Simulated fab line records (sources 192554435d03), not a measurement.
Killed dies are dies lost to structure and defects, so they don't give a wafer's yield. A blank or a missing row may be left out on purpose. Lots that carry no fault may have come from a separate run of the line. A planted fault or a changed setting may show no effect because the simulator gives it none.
Which tool was responsible? || flow n5_finfet || 10 lots with 30 wafers sampled at 2 steps, on a route of 1938 steps

== WHAT THE GAUGES SHOWED, per wafer ==
N5_MIM_BOT_LITHO_OVL_MEAS_11.
{"lot": "L763", "measured": "day 11 18:20", "on": "overlay-02", "MIM_BOT_OVL (nm)": "5 6 6"}
{"lot": "L764", "measured": "day 12 13:42", "on": "overlay-01", "MIM_BOT_OVL (nm)": "7 8 1"}
{"lot": "L767", "measured": "day 12 21:00", "on": "overlay-02", "MIM_BOT_OVL (nm)": "10 6 3"}
{"lot": "L773", "measured": "day 15 02:35", "on": "overlay-02", "MIM_BOT_OVL (nm)": "-1 8 0"}
{"lot": "L777", "measured": "day 15 03:06", "on": "overlay-01", "MIM_BOT_OVL (nm)": "1 7 2"}
{"lot": "L774", "measured": "day 15 03:49", "on": "overlay-01", "MIM_BOT_OVL (nm)": "9 2 1"}
{"lot": "L775", "measured": "day 15 09:50", "on": "overlay-02", "MIM_BOT_OVL (nm)": "0 -1 2"}
{"lot": "L779", "measured": "day 16 05:43", "on": "overlay-01", "MIM_BOT_OVL (nm)": "-2 4 -5"}
{"lot": "L782", "measured": "day 16 12:58", "on": "overlay-02", "MIM_BOT_OVL (nm)": "-5 0 3"}
{"lot": "L786", "measured": "day 17 07:50", "on": "overlay-01", "MIM_BOT_OVL (nm)": "5 1 -1"}

== WHAT TOOL EACH LOT RAN ON (gives the tool, then ch and the chambers of the sampled wafers, and finally the start) ==
{"lot": "L763", "N5_MIM_TOP_ETCH_PECVD_03": "pecvd-04 ch 0,2, day 11 17:58"}
{"lot": "L764", "N5_MIM_TOP_ETCH_PECVD_03": "pecvd-04 ch 0,1, day 12 13:19"}
{"lot": "L767", "N5_MIM_TOP_ETCH_PECVD_03": "pecvd-02 ch 0,1,2, day 12 20:29"}
{"lot": "L773", "N5_MIM_TOP_ETCH_PECVD_03": "pecvd-02 ch 0,1,2, day 15 02:04"}
{"lot": "L777", "N5_MIM_TOP_ETCH_PECVD_03": "pecvd-01 ch 0,2, day 15 02:43"}
{"lot": "L774", "N5_MIM_TOP_ETCH_PECVD_03": "pecvd-01 ch 0,2, day 15 03:24"}
{"lot": "L775", "N5_MIM_TOP_ETCH_PECVD_03": "pecvd-02 ch 0,1,2, day 15 09:26"}
{"lot": "L779", "N5_MIM_TOP_ETCH_PECVD_03": "pecvd-01 ch 0,1,2, day 16 05:14"}
{"lot": "L782", "N5_MIM_TOP_ETCH_PECVD_03": "pecvd-04 ch 0,1, day 16 12:28"}
{"lot": "L786", "N5_MIM_TOP_ETCH_PECVD_03": "pecvd-01 ch 0,1, day 17 07:27"}
- N5_MIM_TOP_ETCH_PECVD_03: deposits SiNx from SiH4/NH3/N2, target thk 20 nm, time 17.6 s.

== THE ANSWER, worked out from the rows above alone ==
Rule: the lots themselves supply what counts as usual. The widest of any qualifying gaps counts: lots, ordered by their means at a reading, are off when they make up no more than a third of the lots, leave a main group of 4 or more, and stand apart from it by 3 or more times the standard deviation of that group's means. A main group whose means are all the same, to the digits that the tables above print for the reading, isn't used. Also off: a lot with no number at a reading for which 4 or more lots have one. The other lots that the step has rows for count as sound.
Across all readings shown, no lot is off: no conclusion can be drawn from this.

== WHAT THE SIMULATOR HAD PUT IN ==
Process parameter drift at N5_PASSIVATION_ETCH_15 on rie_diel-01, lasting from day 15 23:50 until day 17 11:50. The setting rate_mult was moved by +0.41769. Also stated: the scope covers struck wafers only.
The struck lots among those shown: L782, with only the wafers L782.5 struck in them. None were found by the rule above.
